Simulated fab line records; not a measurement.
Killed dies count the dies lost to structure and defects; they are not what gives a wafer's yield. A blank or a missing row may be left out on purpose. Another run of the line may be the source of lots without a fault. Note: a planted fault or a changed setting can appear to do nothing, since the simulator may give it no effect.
Matching of chambers :: flow n5-finfet :: N5_BEOL_M0_ALD_136 on ald-metal-01: 3 sister chambers
The step deposits TaN, pulse time 2 s, purge time 3 s, co reactant purge time 2 s. 3 wafers are shown with their chamber, then 7 later ones without.

WAFERS WITH THEIR CHAMBER
wafer: L089.6
chamber: 1
heater-power-w (W): 545

wafer: L091.2
chamber: 2
heater-power-w (W): 409

wafer: L091.5
chamber: 3
heater-power-w (W): 448

WAFERS MISSING THEIR CHAMBER
wafer: L091.6
heater-power-w (W): 541

wafer: L092.4
heater-power-w (W): 537

wafer: L092.5
heater-power-w (W): 537

wafer: L092.6
heater-power-w (W): 418

wafer: L094.1
heater-power-w (W): 527

wafer: L094.5
heater-power-w (W): 407

wafer: L096.3
heater-power-w (W): 405

WHICH CHAMBER EACH ONE RAN IN
wafer: L091.6
from the rows above: 1
in truth: 1

wafer: L092.4
from the rows above: 1
in truth: 1

wafer: L092.5
from the rows above: 1
in truth: 1

wafer: L092.6
from the rows above: 2
in truth: 2

wafer: L094.1
from the rows above: 1
in truth: 1

wafer: L094.5
from the rows above: 2
in truth: 2

wafer: L096.3
from the rows above: 2
in truth: 2
Correctly placed: 7 of 7. From these rows, 0 cannot be placed. Number placed wrongly: 0.
How it was worked out, from the rows above alone: a wafer's distance from a chamber is the root of the sum, over the readings, of the square of ((its reading less the chamber's mean) divided by the reading's scatter). The wafer belongs to the nearest chamber; if the next one is less than 2 further off, it can't be placed. Each chamber's mean is taken over the wafers shown for it. The scatter (one wafer shown for each chamber): square how far every hidden wafer sits from the nearest shown wafer, average those squares and take the square root.
